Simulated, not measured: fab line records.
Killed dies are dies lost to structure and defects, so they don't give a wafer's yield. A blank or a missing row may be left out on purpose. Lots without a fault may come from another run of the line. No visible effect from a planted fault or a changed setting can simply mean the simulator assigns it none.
fab line records -- flow n5_finfet
record lots=4, wafers=12, last_day=16
route steps=1938 shown GATE_CUT@498 MOL_CONTACT_COAG@517 BEOL_M4@1111 PASSIVATION@1936
lots with no fault: from the same line, run without faults
start_h: start of the lot's first displayed wafer, in hours after the record's first day -- wait_h: hours from the lot's prior step to this one -- " repeats the value in the row above -- L1.1+2: a single row standing in for several wafers -- - no value present, or no start provided -- * or withheld: withheld -- < > ~ a bound
route shown NAME@n: names a module that has steps shown in the file, with the first one's number in the route -- usual: mean/standard deviation of fault-free wafers -- same: alike in all rows -- chamber/n: place in a boat -- sites: each site's reading -- _std_site: their standard deviation -- _edge_site: outer sites' mean less inner sites' -- radius_mm: for every site, how far away it sits from the centre of the wafer -- mask NAME#n: copy n -- behind: the most recent tool/chamber to have shaped the wafer -- hold: cause of the lot's hold/its duration in hours/its outcome -- device: which transistor (n, p or np) failed to switch -- end of line: at the end of the route, the tests of the same wafers -- a step with no rows: only its recipe -- killed: count of dies lost to structure and defects at first sort (not the wafer's yield) -- map: per-die view of a wafer (x killed, . not killed, _ where there is no die)
set.NAME: setting as actually run; set.NAME@STEP: the setting as run at that earlier step -- model.NAME: the simulator's own value behind a step, which no gauge read
lots at selected steps of the route; one table per step, one row per wafer
services: when a tool's chamber went out of use (start_h, in hours from the record's first day, below 0 if earlier), for how many hours, and the reason
## steps
# step N5_GATE_CUT_STRIP_42
# recipe chemistry=O2, power_w=400, temp_c=40, pressure_mtorr=30, rf_frequency_hz=6e+07, bias_power_w=0, overash_fraction=0.3, o2_flow_sccm=225
# step N5_GATE_CUT_ETCH_19
# recipe chemistry=CH3F/O2, target=SiNx, mask_material=SiO2, target_depth_a=537, time_s=76.7, pressure_mtorr=30, source_w=395, bias_w=73, Ar_flow_sccm=150, CH3F_flow_sccm=30, O2_flow_sccm=20, ion_energy_ev=120, ends=cleared
# step N5_GATE_CUT_CUT_ETCH_53
# recipe chemistry=SF6/Cl2, target=W, mask_material=SiO2, target_depth_a=792, pressure_mtorr=8, icp_w=900, bias_w=80, SF6_flow_sccm=40, Cl2_flow_sccm=60, ends=cleared
# step N5_GATE_CUT_CUT_ETCH_54
# recipe chemistry=Cl2/BCl3, target=TiN, mask_material=SiO2, target_depth_a=967, pressure_mtorr=10, icp_w=1000, bias_w=126, Cl2_flow_sccm=53.25, bcl3_flow_sccm=21.75, Ar_flow_sccm=25, ends=cleared
# step N5_GATE_CUT_CUT_ETCH_55
# recipe chemistry=BCl3, target=HfO2, mask_material=SiO2, target_depth_a=32, ion_energy_ev=30, pressure_mtorr=5, icp_w=450, bias_w=18, bcl3_flow_sccm=80
# step N5_GATE_CUT_ETCH_47
# recipe chemistry=Cl2/BCl3, target=SiO2, target_depth_a=100, pressure_mtorr=10, icp_w=1000, bias_w=126, Cl2_flow_sccm=53.25, bcl3_flow_sccm=21.75, Ar_flow_sccm=25
# step N5_GATE_CUT_VAPOR_ETCH_48
# recipe chemistry=BCl3/Cl2, target=TiN, mode=isotropic
# step N5_GATE_CUT_VAPOR_ETCH_49
# recipe chemistry=BCl3/Cl2, target=TiAlC, mode=isotropic
# step N5_GATE_CUT_VAPOR_ETCH_51
# recipe chemistry=BCl3/Cl2, target=HfO2, mode=isotropic
# step N5_GATE_CUT_STRIP_21
# recipe chemistry=N2/H2, time_s=30, power_w=1000, temp_c=250, pressure_mtorr=withheld, n2_flow_sccm=1750, h2_flow_sccm=3250
# step N5_GATE_CUT_STRIP_29
# recipe chemistry=post_etch_residue_remover, time_s=60, temp_c=25, remover_ph=withheld, remover_water_wt_pct=withheld, remover_fluoride_wt_pct=withheld
# step N5_GATE_CUT_SRD_52
# recipe dry=ipa_marangoni, time_s=30, temp_c=23, rinse_liquid=diw
# step N5_GATE_CUT_ALD_22
# recipe material=SiNx, target_thk_a=160, temp_c=400, ald_precursor_family=SiH2I2, ald_co_reactant=N2/H2-plasma, pulse_time_s=1, ald_cycles=320, purge_time_s=2, co_reactant_purge_time_s=2, pressure_torr=2
# usual heater_power_w=802/87, precursor_pulse_height_rel=0.999/0.02
lot.wafer,tool,chamber,start_h,wait_h,heater_power_w,precursor_pulse_height_rel
L765.2,ald_sin-01,2,125.60,0.0,859,1.026
L765.3,ald_sin-01,3,125.60,0.0,725,1.036
L765.5,ald_sin-01,0,125.60,0.0,682,0.984
L774.2,ald_sin-01,3,179.31,0.0,705,1.005
L774.4,ald_sin-01,1,179.31,0.0,917,1.025
L774.5,ald_sin-01,0,179.31,0.0,690,0.969
L775.1,ald_sin-01,0,186.34,0.3,687,0.985
L775.2,ald_sin-01,3,186.34,0.3,720,1.010
L775.3,ald_sin-01,2,186.34,0.3,856,0.978
L779.2,ald_sin-04,3,215.98,0.0,670,1.008
L779.5,ald_sin-04,3,215.98,0.0,665,1.040
L779.6,ald_sin-04,0,215.98,0.0,926,0.981
# step N5_GATE_CUT_CMP_23
# recipe stop_on=SiO2, t_overpolish_s=23.4, post_cmp_clean=alkaline_brush, down_force_psi=2.5, platen_rpm=51.8, pad_velocity_m_s=1.0307, target_thk_nm=16
# step N5_GATE_CUT_CMP_43
# recipe material=SiO2, post_cmp_clean=rinse_only
# step N5_GATE_CUT_CMP_61
# recipe stop_on=SiNx, t_overpolish_s=3, post_cmp_clean=alkaline_brush, down_force_psi=4, platen_rpm=27.09, pad_velocity_m_s=0.539
# step N5_MOL_CONTACT_COAG_COAT_103
# recipe resist=SOC, temp_c=250, time_s=60, spin_rpm=1500, resist_thk_nm=80
# step N5_MOL_CONTACT_COAG_COAT_104
# recipe resist=SiARC, temp_c=220, time_s=60, spin_rpm=1500, resist_thk_nm=12
# step N5_MOL_CONTACT_COAG_COAT_58
# recipe resist=underlayer, temp_c=205, time_s=60, spin_rpm=1500, resist_thk_nm=10
# step N5_MOL_CONTACT_COAG_COAT_02
# recipe resist=CAR-EUV, spin_rpm=1500, resist_thk_nm=30
# step N5_MOL_CONTACT_COAG_EBR_04
# recipe solvent=PGMEA, ebr_width_mm=1.5
# step N5_MOL_CONTACT_COAG_SOFTBAKE_03
# recipe temp_c=110, time_s=60, resist=CAR-EUV
# step N5_MOL_CONTACT_COAG_EXPOSE_05
# recipe mask_id=CA, na=0.33, source_shape=annular, sigma_inner=0.4, sigma_outer=0.8, polarization=unpolarized, defocus_nm=0, dose_mj=38.25
# step N5_MOL_CONTACT_COAG_PEB_06
# recipe peb_temp_c=100, peb_time_s=60, resist=CAR-EUV
# step N5_MOL_CONTACT_COAG_DEVELOP_07
# recipe develop_time_s=30, developer=TMAH, resist=CAR-EUV, rinse_liquid=surfactant_rinse, dry=air_spin, dev_temp_c=23
# step N5_MOL_CONTACT_COAG_DESCUM_13
# recipe chemistry=O2, time_s=7, source_power_w=50, bias_power_w=20, pressure_mtorr=20, rf_frequency_hz=2.712e+07, temp_c=40, resist=CAR-EUV, o2_flow_sccm=225
# step N5_MOL_CONTACT_COAG_ETCH_59
# recipe chemistry=N2/H2, target=underlayer, target_depth_a=130, mask_material=CAR-EUV, time_s=10.4, ion_energy_ev=200, pressure_mtorr=30, source_w=840, bias_w=150, n2_flow_sccm=200, h2_flow_sccm=200, ends=cleared
# step N5_MOL_CONTACT_COAG_ETCH_105
# recipe chemistry=CF4, target=SiARC, target_depth_a=156, mask_material=CAR-EUV, time_s=26, ion_energy_ev=80, pressure_mtorr=40, source_w=545, bias_w=36, Ar_flow_sccm=100, cf4_flow_sccm=100, ends=cleared
# step N5_MOL_CONTACT_COAG_ETCH_106
# recipe chemistry=N2/H2, target=SOC, target_depth_a=800, overetch_a=160, mask_material=SiARC, temp_c=40, time_s=120, ion_energy_ev=200, pressure_mtorr=30, source_w=840, bias_w=150, n2_flow_sccm=200, h2_flow_sccm=200
# step N5_MOL_CONTACT_COAG_STRIP_107
# recipe chemistry=N2/H2, temp_c=40, n2_flow_sccm=200, h2_flow_sccm=200, rf_frequency_hz=6e+07
# step N5_MOL_CONTACT_COAG_STRIP_108
# recipe chemistry=N2/H2, temp_c=40, n2_flow_sccm=200, h2_flow_sccm=200, rf_frequency_hz=6e+07
# step N5_MOL_CONTACT_COAG_CONTACT_ETCH_14
# recipe chemistry=C4F6/O2, target=SiO2, target_depth_a=275, overetch_a=85, mask_material=SOC, pressure_mtorr=30, source_w=370, bias_w=185, Ar_flow_sccm=300, C4F6_flow_sccm=16, O2_flow_sccm=10, time_s=20, ion_energy_ev=259.6
# step N5_MOL_CONTACT_COAG_STRIP_109
# recipe chemistry=C4F6/O2, resist=SiARC, rf_frequency_hz=6e+07
# step N5_MOL_CONTACT_COAG_ETCH_15
# recipe chemistry=CH3F/O2, target=SiNx, target_depth_a=70, mask_material=SOC, stop_on=Si:P, over_etch_frac=0.75, ion_energy_ev=120, pressure_mtorr=30, source_w=395, bias_w=73, Ar_flow_sccm=150, CH3F_flow_sccm=30, O2_flow_sccm=20
# step N5_MOL_CONTACT_COAG_ETCH_110
# recipe chemistry=CF4/O2, target=Si, target_depth_a=25, time_s=8, pressure_mtorr=100, source_w=200, bias_w=12, ion_energy_ev=60, Ar_flow_sccm=100, cf4_flow_sccm=100, O2_flow_sccm=10
# step N5_MOL_CONTACT_COAG_STRIP_98
# recipe chemistry=N2/H2, power_w=500, temp_c=40, pressure_mtorr=50, rf_frequency_hz=6e+07, overash_fraction=0.3, bias_power_w=8, h2_frac=0.5, n2_flow_sccm=300, h2_flow_sccm=300
# step N5_BEOL_M4_RC_MEAS_101
# usual DIBL_N=36.3/1, DIBL_P=36.2/1.4, IOFF_N=0.157/0.021, IOFF_P=0.206/0.025, ION_N=673/9, ION_P=461/6.4, SS_N=71.5/0.5, SS_P=73.2/0.47, VT_N=249.9/2.4, VT_P=-250.6/2.9
lot.wafer,tool,chamber,start_h,wait_h,DIBL_N[mV/V],DIBL_P[mV/V],IOFF_N[nA/um],IOFF_P[nA/um],ION_N[uA/um],ION_P[uA/um],SS_N[mV/dec],SS_P[mV/dec],VT_N[mV],VT_P[mV]
L765.2,prober-01,0,205.92,0.2,35.4,36.7,0.171,0.242,685,475,71.3,73.3,246.4,-247.5
L765.3,prober-01,0,205.92,0.2,35.2,36.4,0.175,0.233,681,466,71.3,73.0,248.7,-247.1
L765.5,prober-01,0,205.92,0.2,36.5,37.6,0.194,0.253,675,463,73.0,73.9,245.6,-245.2
L774.2,prober-01,0,255.78,0.2,35.6,33.8,0.126,0.183,664,460,71.2,72.9,251.8,-251.5
L774.4,prober-01,0,255.78,0.2,35.0,33.9,0.120,0.179,667,457,70.8,73.3,252.0,-251.5
L774.5,prober-01,0,255.78,0.2,38.7,37.9,0.177,0.247,671,464,71.3,73.9,247.2,-248.3
L775.1,prober-02,0,268.33,0.0,35.8,37.4,0.156,0.204,668,457,71.8,73.7,249.6,-252.1
L775.2,prober-02,0,268.33,0.0,36.3,37.3,0.171,0.208,682,462,71.4,72.8,248.6,-249.7
L775.3,prober-02,0,268.33,0.0,36.2,36.7,0.161,0.196,676,461,71.2,72.6,249.1,-251.0
L779.2,prober-01,0,289.31,0.2,37.5,36.1,0.166,0.236,683,470,72.1,72.6,248.3,-246.5
L779.5,prober-01,0,289.31,0.2,37.4,35.7,0.164,0.234,678,463,71.5,73.8,250.8,-245.9
L779.6,prober-01,0,289.31,0.2,36.6,35.1,0.152,0.210,675,463,70.4,73.3,249.1,-250.4
# step N5_PASSIVATION_PROBE_49
# usual defect_limited_yield=91.1/1.3, killed_at_M0_to_M3=36/10, killed_at_M4_up=14/4.4, killed_at_contacts=14/5.7, killed_at_front_end=39/9.4, killed_at_other=2.9/2.6, killed_dies=105/15, killed_on_rim=14/3.5, killed_open=70/12, killed_short=34/7.1, sort_bin_5_function=5.3/0.77, sort_bin_6_memory=3.3/0.66, sort_n_pass=1075/15, sort_yield_pct=91.1/1.3
# same gross_dies=1180, killed_at_back_side=0, sort_bin_4_leakage[%]=0, sort_bin_8_speed[%]=0
lot.wafer,tool,chamber,start_h,wait_h,defect_limited_yield[%],killed_at_M0_to_M3,killed_at_M4_up,killed_at_contacts,killed_at_front_end,killed_at_other,killed_dies,killed_on_rim,killed_open,killed_short,sort_bin_5_function[%],sort_bin_6_memory[%],sort_n_pass,sort_yield_pct[%]
L765.2,prober-01,-,308.58,0.1,91.5,43,9,13,34,1,100,18,59,36,5.2,3.1,1080,91.5
L765.3,prober-01,-,308.63,0.1,92.4,34,19,12,22,3,90,14,54,34,4.8,2.4,1090,92.4
L765.5,prober-01,-,308.73,0.2,89.9,55,18,12,32,2,119,12,81,33,7.0,2.7,1061,89.9
L774.2,prober-02,-,351.99,0.1,64.4,26,8,24,362,0,420,152,73,26,5.5,2.7,760,64.4
L774.4,prober-02,-,352.09,0.2,64.5,41,13,16,348,1,419,152,75,25,4.8,3.4,761,64.5
L774.5,prober-02,-,352.14,0.2,64.7,39,12,9,355,2,417,152,70,32,5.6,2.9,763,64.7
L775.1,prober-02,-,362.75,0.0,65.8,25,16,15,346,1,403,152,64,24,4.9,2.5,777,65.8
L775.2,prober-02,-,362.80,0.1,63.8,29,13,15,368,2,427,152,65,38,5.4,3.1,753,63.8
L775.3,prober-02,-,362.85,0.1,64.2,27,9,10,373,3,422,152,74,30,4.9,3.6,758,64.2
# killed by level:class
L765.2 BEOL_M1:geometric_particle:open=15 FIN_SAQP:geometric_particle:short=11 BEOL_M0_SAQP:geometric_particle:open=11 MOL_CONTACT_COAG:geometric_particle:open=10 BEOL_M0_SAQP:geometric_particle:short=9 STARTING-WAFER:geometric_particle:open=6 FIN_SAQP:geometric_particle:open=3 GATE_CUT:geometric_particle:short=3
L765.3 MOL_CONTACT_COAG:geometric_particle:open=9 BEOL_M5:geometric_particle:open=9 BEOL_M3:geometric_particle:open=8 FIN_SAQP:geometric_particle:short=7 BEOL_M1:geometric_particle:open=6 BEOL_M0_SAQP:geometric_particle:short=5 BEOL_M1:geometric_particle:short=5 BEOL_M4:geometric_particle:open=5
L765.5 BEOL_M1:geometric_particle:open=13 MOL_CONTACT_COAG:geometric_particle:open=11 FIN_SAQP:geometric_particle:short=10 BEOL_M0_SAQP:geometric_particle:open=10 BEOL_M3:geometric_particle:open=9 BEOL_M2:geometric_particle:open=8 FIN_SAQP:geometric_particle:open=7 BEOL_M4:geometric_particle:open=7
L774.2 GATE_CUT:area_ald=321 MOL_CONTACT_COAG:geometric_particle:open=20 STI_FIN_REVEAL:geometric_particle:open=14 FIN_SAQP:geometric_particle:open=8 BEOL_M2:geometric_particle:open=7 BEOL_M3:geometric_particle:open=7 FIN_SAQP:geometric_particle:short=5 BEOL_M1:geometric_particle:open=5
L774.4 GATE_CUT:area_ald=313 MOL_CONTACT_COAG:geometric_particle:open=15 BEOL_M1:geometric_particle:open=10 BEOL_M2:geometric_particle:open=8 BEOL_M3:geometric_particle:open=8 BEOL_M4:geometric_particle:open=7 FIN_SAQP:geometric_particle:open=6 STI_FIN_REVEAL:geometric_particle:open=5
L774.5 GATE_CUT:area_ald=314 FIN_SAQP:geometric_particle:open=11 BEOL_M1:geometric_particle:open=11 MOL_CONTACT_COAG:geometric_particle:open=8 BEOL_M0_SAQP:geometric_particle:open=8 FIN_SAQP:geometric_particle:short=6 STI_FIN_REVEAL:geometric_particle:open=6 BEOL_M2:geometric_particle:open=6
L775.1 GATE_CUT:area_ald=313 MOL_CONTACT_COAG:geometric_particle:open=14 BEOL_M3:geometric_particle:open=9 BEOL_M5:geometric_particle:open=7 FIN_SAQP:geometric_particle:open=6 FIN_SAQP:geometric_particle:short=6 STI_FIN_REVEAL:geometric_particle:open=6 STARTING-WAFER:geometric_particle:open=5
L775.2 GATE_CUT:area_ald=322 MOL_CONTACT_COAG:geometric_particle:open=13 FIN_SAQP:geometric_particle:short=11 FIN_SAQP:geometric_particle:open=8 BEOL_M3:geometric_particle:open=8 BEOL_M0:geometric_particle:open=6 STI_FIN_REVEAL:geometric_particle:open=5 GATE_CUT:geometric_particle:short=5
L775.3 GATE_CUT:area_ald=316 STI_FIN_REVEAL:geometric_particle:open=14 FIN_SAQP:geometric_particle:open=12 GATE_CUT:geometric_particle:short=10 MOL_CONTACT_COAG:geometric_particle:open=10 STARTING-WAFER:geometric_particle:open=7 BEOL_M0:geometric_particle:open=5 FIN_SAQP:geometric_particle:short=4
# map L774.2 (x killed, . not)
_________________xxxxxxxxxxxx________________
______________xxxxxxxxxxxxxxxxxx_____________
___________xxxxxxxx.x..x..xx.xxxxxx__________
__________xxxxxxx.xxxxx...x..xxxxxxx_________
________xxxxxx.x..........x.....xxxxxx_______
_______xxxxxx...x................xxxxxx______
______xxxx........................xxxxxx_____
_____xxxxx........................x...xxx____
____xxxx..x.......x......x.x..........xxxx___
___xxx.x.......x..x.............x...x.xxxxx__
___xxx.x....x.....................x....x.xx__
__xxxx.x...............................xxxxx_
__xxxxx...............................x..xxx_
_xxx.x...x.....................x..........xxx
_xxx......x.............................xxxxx
_xx..xx........x........................xxxxx
_xxxx...............................x.....xxx
_xxx.x................................x.x.xxx
_xxxx...........x...x..x......x..........xxxx
_xxxx..x.........................x......xxx.x
_xxxxx...............x..x.................xxx
__xxxx.x...xx.................xx.......x.xxx_
__xxxx.x.............x..x..x.x.........xxxxx_
___xxxx...........xx....xx.x........x..xxxx__
___xxxx.......x.xx.x..........x.......xxxxx__
____xxx...x............x.............xxxxx___
_____xxxxx.........x....x............xxxx____
______xxx.x....x.....x..........x.xxxxxx_____
_______xxx.xxx............x....x..xxxxx______
________xxxxx..x...........xx.x.x.xxxx_______
__________xxx.xxx....x......x.xxxxxx_________
___________xxxxx...x.x.x.x.xxxxxxxx__________
______________xxxxxxxxxxxx.xxxxx_____________
_________________xxxxxxxxxxxx________________
# map L775.2 (x killed, . not)
_________________xxxxxxxxxxxx________________
______________xxxxxxxxxxxxxxxxxx_____________
___________xxxxxxxxx.xx..xxxxxxxxxx__________
__________xxxxxx.x.......x.xxxxxxxxx_________
________xxxxxx..............xx.x..xxxx_______
_______xxxxx..x.x...........x....x.xxxx______
______xxxx..................x....x..xxxx_____
_____xxxxx.......x............x..x.xxxxxx____
____xxxx.......x................x.....xxxx___
___xxxx.........x.................x....xxxx__
___xx..x.............x...x............xxxxx__
__xxx.x.....x..................xx....x.xxxxx_
__xxxx......xx...........................xxx_
_xxxx..x.....x..........................xxxxx
_xxxxx.............x.x..................xxxxx
_xxxx.......x.............x.x.............xxx
_xxx.x.................x..........x.......xxx
_xx.x..........x.x..x...............x..x.xxxx
_xxx.x...........x.......................xxxx
_xxxx......x....x......x....x.............xxx
_xxx.xx...x..............................xxxx
__xxxx......x.........................x.x.xx_
__xxxxx.x...............................xxxx_
___xxxxx..............x.....x.........xxxxx__
___xxx..x....x.........xx..x.........x.xxxx__
____xxxx.................x..........xxxxxx___
_____xxxxxx.....x........xx..........xxxx____
______xxxxx.x.................x....xxxxx_____
_______xxxxx.........xx...........xxxxx______
________xxxxxx.x.x.....x.......xxxxxxx_______
__________xxxxx..........xx.x.xxxxxx_________
___________xxxxxxxxxx.x.x.xxxxxxxxx__________
______________xxxxxxxxxxxxxxxxxx_____________
_________________xxxxxxxxxxxx________________
## services
tool,chamber,start_h,hours,kind
ald_sin-01,1,125.40,1.6,repair
ald_sin-04,-,139.20,1.7,repair
ald_sin-01,0,165.18,1.3,repair
## key
first_sign step=N5_PASSIVATION_PROBE_49, reading=killed_at_front_end, direction=up, sigmas=34, usual=39, struck=359
effect step=N5_PASSIVATION_PROBE_49, reading=defect_limited_yield, direction=down, sigmas=21, usual=91.1, struck=64.6
more_kills_born_at N5_GATE_CUT_ALD_22@ald_sin-01=1899
met_at N5_GATE_CUT_ALD_22
struck_wafers L774.2,L774.4,L774.5,L775.1,L775.2,L775.3
onset_between 125.60 179.31
fault kind=site_profile_drift, tool=ald_sin-01, chamber=-, onset_h=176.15, steps=N5_GATE_CUT_ALD_22, basis=fraction, max_abs_drift=0.2647, slope_share_per_hr=58.823, site_pattern=0,0,0,0,0,-1,-1,-1,-1
